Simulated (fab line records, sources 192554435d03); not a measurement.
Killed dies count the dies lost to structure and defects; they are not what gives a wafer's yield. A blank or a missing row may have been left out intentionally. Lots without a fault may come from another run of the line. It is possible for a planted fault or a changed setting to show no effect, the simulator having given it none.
fab line records	flow n5-finfet
record lots=10	wafers=29	last-day=17
route steps=1938 shown BEOL_M7@1279
lots that met no fault: from a run of the same line without faults
start-h: the number of hours between the record's first day and the start of the first shown wafer of the lot	wait-h: hours since the lot's step before	" the same as in the row above	L1.1+2: several wafers, shown together as one row	- no value, or no start given	* or withheld: withheld	< > ~ a bound
route shown NAME@n: a module of which the file shows steps, and the number in the route of the first	usual: mean/standard deviation taken from wafers without a fault	same: alike in all rows	chamber/n: place in a boat	sites: per-site readings	_std_site: the standard deviation of these	_edge_site: inner sites' mean taken away from outer sites' mean	radius-mm: for every site, how far away it sits from the centre of the wafer	mask NAME#n: copy n	behind: the last tool/chamber to shape the wafer	hold: reason for holding the lot/hours on hold/outcome of the hold	device: the transistor (n, p or np) that didn't switch	end of line: the tests these same wafers got at the end of their route	step lacking rows: just its recipe	killed: the dies lost at the first sort to structure and to defects; this is not the yield of the wafer	map: the dies of a wafer, with x for killed, . for not killed, _ for no die there
set.NAME: the setting that was run; set.NAME@STEP: the one run at that earlier step	model.NAME: the simulator's own value behind a step, which no gauge read
route steps across a sampled set of lots; one table per step, one row per wafer
services: a tool's chamber out of use, with start hour (start-h, from the record's first day; less than 0 if before it), hours out, and reason
## steps
# step N5_BEOL_M7_DESCUM_16
# recipe chemistry=O2	time-s=7.9	source-power-w=50	bias-power-w=20	pressure-mtorr=20	rf-frequency-hz=2.712e+07	temp-c=40	resist=CAR-ArF	o2-flow-sccm=225
# usual drypump-motor-current-A=5.7/0.44	oes-product-au=0.81/0.088	rf-vpp-V=243.8/1.5	showerhead-plenum-p-Torr=2.12/0.073	throttle-valve-pct=20.45/0.23
lot.wafer	tool	chamber	start-h	wait-h	drypump-motor-current-A	oes-product-au	rf-hours-counter-h	rf-vpp-V	showerhead-plenum-p-Torr	throttle-valve-pct
L275.1	rie-diel-02	3	218.55	0.2	6.6	0.91	23	243.1	2.15	20.20
L275.4	"	1	"	"	5.5	0.74	-	244.7	2.18	20.53
L275.5	"	0	"	"	5.1	0.90	-	245.3	2.21	20.57
L278.2	rie-diel-02	1	227.62	0.0	5.5	0.74	178	243.6	2.17	20.56
L278.3	"	3	"	"	6.6	0.90	27	243.6	2.15	20.20
L278.5	"	0	"	"	5.1	0.90	-	246.0	2.21	20.57
L280.2	rie-diel-05	2	253.38	0.0	5.4	0.73	202	243.6	2.07	20.77
L280.4	"	1	"	"	5.8	0.73	202	243.0	2.16	20.64
L280.5	"	2	"	"	5.4	0.71	-	242.6	2.07	20.77
L285.2	rie-diel-06	3	271.11	0.0	6.6	0.80	104	241.0	2.03	20.51
L285.4	"	0	"	"	5.8	0.82	68	243.2	2.11	20.06
L285.6	"	0	"	"	5.7	0.82	-	242.5	2.11	20.06
L287.3	rie-diel-06	2	277.54	0.3	6.5	0.75	179	242.9	2.08	20.55
L287.4	"	0	"	"	5.7	0.82	70	243.3	2.11	20.08
L287.5	"	3	"	"	6.5	0.81	-	242.1	2.03	20.51
L288.1	rie-diel-05	1	280.63	0.0	5.8	0.73	208	244.1	2.16	20.65
L288.3	"	0	"	"	5.6	0.91	30	243.5	2.05	20.09
L288.4	"	3	"	"	5.8	0.91	23	245.9	2.23	20.33
L292.1	rie-diel-05	3	310.99	0.6	5.7	0.90	28	245.0	2.23	20.36
L292.2	"	2	"	"	5.4	0.71	219	243.3	2.06	20.81
L293.2	rie-diel-02	0	311.27	0.6	5.1	0.85	59	246.2	2.20	20.62
L293.3	"	3	"	"	6.6	0.87	51	243.0	2.14	20.23
L293.5	"	3	"	"	6.6	0.87	-	244.4	2.14	20.25
L294.2	rie-diel-05	2	322.47	0.1	5.4	0.69	225	242.5	2.06	20.82
L294.4	"	1	"	"	5.9	0.71	224	243.6	2.16	20.68
L294.6	"	2	"	"	5.4	0.69	-	244.1	2.06	20.81
L295.1	rie-diel-05	3	326.34	0.2	5.7	0.88	34	246.6	2.23	20.37
L295.2	"	2	"	"	5.4	0.70	226	242.5	2.06	20.82
L295.6	"	3	"	"	5.7	0.88	-	243.4	2.23	20.37
# step N5_BEOL_M7_ETCH_62
# recipe chemistry=N2/H2	target=SOC	target-depth-a=1100	overetch-a=220	mask-material=SiARC	temp-c=40	time-s=165	ion-energy-ev=200	pressure-mtorr=30	source-w=840	bias-w=150	n2-flow-sccm=200	h2-flow-sccm=200
# usual bias-w=150.0/0.46	drypump-motor-current-A=5.7/0.45	h2-flow-sccm=200.0/0.61	oes-product-au=0.69/0.069	rf-vpp-V=524.9/2.6	showerhead-plenum-p-Torr=2.58/0.088	throttle-valve-pct=17.88/0.29
lot.wafer	tool	chamber	start-h	wait-h	bias-w	drypump-motor-current-A	h2-flow-sccm	oes-product-au	rf-hours-counter-h	rf-vpp-V	showerhead-plenum-p-Torr	throttle-valve-pct
L275.1	rie-diel-02	3	218.65	0.0	150.0	6.6	200.0	0.76	23	526.3	2.59	17.42
L275.4	"	1	"	"	149.8	5.5	200.1	0.63	-	527.1	2.65	18.07
L275.5	"	0	"	"	149.9	5.1	200.0	0.75	-	529.0	2.71	18.02
L278.2	rie-diel-02	1	227.71	0.0	149.5	5.6	200.2	0.63	178	525.8	2.65	18.08
L278.3	"	3	"	"	149.6	6.6	200.1	0.76	27	524.1	2.59	17.43
L278.5	"	0	"	"	149.9	5.1	199.3	0.74	-	527.4	2.71	18.03
L280.2	rie-diel-05	2	253.47	0.0	150.7	5.4	199.8	0.61	202	523.7	2.52	18.30
L280.4	"	1	"	"	149.9	5.9	198.4	0.62	202	527.0	2.63	18.17
L280.5	"	2	"	"	149.6	5.4	199.5	0.62	-	523.9	2.52	18.27
L285.2	rie-diel-06	3	271.20	0.0	149.9	6.6	199.7	0.68	104	523.1	2.46	17.83
L285.4	"	0	"	"	150.7	5.8	198.9	0.70	68	525.6	2.58	17.60
L285.6	"	0	"	"	150.4	5.8	200.3	0.70	-	524.8	2.58	17.60
L287.3	rie-diel-06	2	277.63	0.0	150.9	6.5	200.4	0.63	179	522.6	2.52	17.84
L287.4	"	0	"	"	150.5	5.7	200.0	0.69	70	524.8	2.58	17.62
L287.5	"	3	"	"	149.5	6.6	199.3	0.68	-	520.6	2.46	17.82
L288.1	rie-diel-05	1	280.72	0.0	151.5	5.8	200.7	0.62	208	526.5	2.63	18.16
L288.3	"	0	"	"	150.0	5.7	199.3	0.75	30	523.1	2.49	17.52
L288.4	"	3	"	"	149.8	5.8	199.1	0.76	23	528.3	2.70	17.76
L292.1	rie-diel-05	3	311.08	0.0	149.6	5.7	200.6	0.75	28	527.5	2.70	17.76
L292.2	"	2	"	"	150.3	5.4	199.9	0.60	219	522.6	2.52	18.30
L293.2	rie-diel-02	0	311.37	0.0	149.5	5.1	200.8	0.72	59	528.3	2.70	18.06
L293.3	"	3	"	"	149.6	6.6	200.4	0.72	51	525.1	2.58	17.48
L293.5	"	3	"	"	149.9	6.7	200.5	0.72	-	526.1	2.58	17.48
L294.2	rie-diel-05	2	322.57	0.0	149.9	5.4	200.2	0.60	225	522.8	2.51	18.33
L294.4	"	1	"	"	150.6	5.8	199.8	0.61	224	525.6	2.62	18.18
L294.6	"	2	"	"	150.4	5.4	200.3	0.60	-	523.1	2.51	18.33
L295.1	rie-diel-05	3	326.43	0.0	150.0	5.7	200.0	0.74	34	527.1	2.70	17.78
L295.2	"	2	"	"	150.0	5.4	199.6	0.59	226	524.2	2.51	18.33
L295.6	"	3	"	"	150.2	5.7	198.8	0.74	-	527.2	2.70	17.79
# step N5_BEOL_M7_VIA_ETCH_34
# recipe chemistry=C4F6/O2	target=SiCOH_lowk	target-depth-a=1255	mask-material=SOC	taper-deg=4	time-s=50.5	ion-energy-ev=250	pressure-mtorr=30	source-w=345	bias-w=185	Ar_flow_sccm=300	C4F6_flow_sccm=10	O2_flow_sccm=10
# usual bias-w=185.0/0.55	drypump-motor-current-A=5.8/0.54	oes-product-au=0.80/0.078	rf-vpp-V=662/4.3	run-length-s=73.9/0.48	showerhead-plenum-p-Torr=2.87/0.095	throttle-valve-pct=20.91/0.23
lot.wafer	tool	chamber	start-h	wait-h	bias-w	drypump-motor-current-A	oes-product-au	rf-hours-counter-h	rf-vpp-V	run-length-s	showerhead-plenum-p-Torr	throttle-valve-pct
L275.1	rie-diel-06	1	221.08	0.0	185.0	5.5	0.72	193	662	73.3	2.73	20.92
L275.4	"	2	"	"	184.8	6.5	0.76	163	668	74.1	2.85	21.05
L275.5	"	0	"	"	186.0	5.7	0.84	-	663	73.2	2.89	20.57
L278.2	rie-diel-02	0	229.78	0.0	184.5	5.1	0.88	35	658	73.7	3.02	21.15
L278.3	"	3	"	"	184.1	6.5	0.91	28	667	73.7	2.90	20.58
L278.5	"	3	"	"	185.1	6.5	0.90	-	666	74.0	2.90	20.59
L280.2	rie-diel-06	0	254.53	0.0	185.9	5.7	0.83	63	662	73.6	2.88	20.61
L280.4	"	3	"	"	184.9	6.5	0.82	100	656	74.3	2.75	20.88
L280.5	"	1	"	"	184.6	5.5	0.72	-	664	73.3	2.72	20.95
L285.2	rie-diel-06	1	272.76	0.0	185.2	5.5	0.70	208	664	73.2	2.72	20.95
L285.4	"	3	"	"	186.2	6.5	0.80	105	658	74.5	2.75	20.88
L285.6	"	2	"	"	185.2	6.5	0.74	-	667	74.3	2.84	21.06
L287.3	rie-diel-02	3	279.87	0.0	185.3	6.5	0.87	42	666	74.2	2.89	20.61
L287.4	"	2	"	"	184.4	5.1	0.79	106	659	73.8	2.75	20.78
L287.5	"	1	"	"	184.7	5.5	0.72	-	658	74.7	2.93	20.95
L288.1	rie-diel-02	3	281.89	0.0	184.6	6.5	0.87	42	667	90.8	2.89	20.62
L288.3	"	0	"	"	185.4	5.1	0.86	49	658	73.4	3.01	21.16
L288.4	"	1	"	"	185.6	5.6	0.71	193	658	74.8	2.93	20.94
L292.1	rie-diel-02	3	312.55	0.0	184.3	6.6	0.85	52	665	91.1	2.89	20.63
L292.2	"	1	"	"	185.0	5.5	0.71	203	658	74.5	2.92	20.96
L293.2	rie-diel-05	1	312.83	0.0	185.3	5.9	0.71	219	657	73.8	2.93	21.13
L293.3	"	2	"	"	183.5	5.4	0.71	220	667	73.1	2.82	21.32
L293.5	"	1	"	"	185.4	5.8	0.72	-	658	74.3	2.93	21.13
L294.2	rie-diel-06	3	325.61	0.0	185.7	6.6	0.78	117	655	74.4	2.75	20.91
L294.4	"	2	"	"	184.7	6.5	0.73	188	667	74.2	2.84	21.07
L294.6	"	2	"	"	184.5	6.5	0.74	-	666	74.2	2.84	21.07
L295.1	rie-diel-06	0	327.62	0.0	185.5	5.7	0.80	81	661	73.3	2.88	20.63
L295.2	"	1	"	"	184.6	5.5	0.71	222	660	73.7	2.71	20.97
L295.6	"	2	"	"	184.6	6.5	0.74	-	667	74.1	2.84	21.09
# step N5_BEOL_M7_OCD_MEAS_38
# usual trench-depth-nm=93.2/1.5
lot.wafer	tool	chamber	start-h	wait-h	trench-depth-nm
L275.1	ocd-02	-	221.33	-	91.4
L275.4	"	-	"	"	92.0
L275.5	"	-	"	"	93.0
L278.2	ocd-01	-	230.03	-	94.1
L278.3	"	-	"	"	95.3
L278.5	"	-	"	"	94.6
L280.2	ocd-02	-	254.78	-	93.8
L280.4	"	-	"	"	93.3
L280.5	"	-	"	"	91.1
L285.2	ocd-02	-	273.01	-	90.6
L285.4	"	-	"	"	93.7
L285.6	"	-	"	"	91.8
L287.3	ocd-01	-	280.12	-	94.6
L287.4	"	-	"	"	91.5
L287.5	"	-	"	"	91.4
L288.1	ocd-02	-	282.14	-	94.3
L288.3	"	-	"	"	93.5
L288.4	"	-	"	"	91.4
L292.1	ocd-02	-	312.80	-	95.2
L292.2	"	-	"	"	91.9
L293.2	ocd-02	-	313.08	-	92.7
L293.3	"	-	"	"	94.5
L293.5	"	-	"	"	93.2
L294.2	ocd-02	-	325.86	-	92.1
L294.4	"	-	"	"	91.6
L294.6	"	-	"	"	92.6
L295.1	ocd-02	-	327.87	-	92.9
L295.2	"	-	"	"	90.9
L295.6	"	-	"	"	91.8
## services
tool	chamber	start-h	hours	kind
rie-diel-05	-	197.43	0.5	repair
rie-diel-06	2	297.63	7.9	repair
rie-diel-05	3	298.23	8.0	repair
rie-diel-06	-	302.99	14.6	pm
rie-diel-02	0	316.48	3.8	repair
## key
first-sign step=N5_BEOL_M7_VIA_ETCH_34	reading=run-length-s	direction=up	sigmas=35	usual=*	struck=*
effect none on later readings
met-at N5_BEOL_M7_VIA_ETCH_34
struck-lots L288,L292
struck-wafers L288.1,L292.1
not-acting-at N5_BEOL_M7_DESCUM_16,N5_BEOL_M7_ETCH_62,N5_BEOL_M7_OCD_MEAS_38
onset-between 279.87 281.89
fault kind=process-parameter-drift	tool=rie-diel-02	chamber=-	onset-h=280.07	steps=N5_BEOL_M7_VIA_ETCH_34	channel=time-s	offset=*	shape=step	end-h=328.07	scope=struck-wafers-only	acts-in=*	stated=*
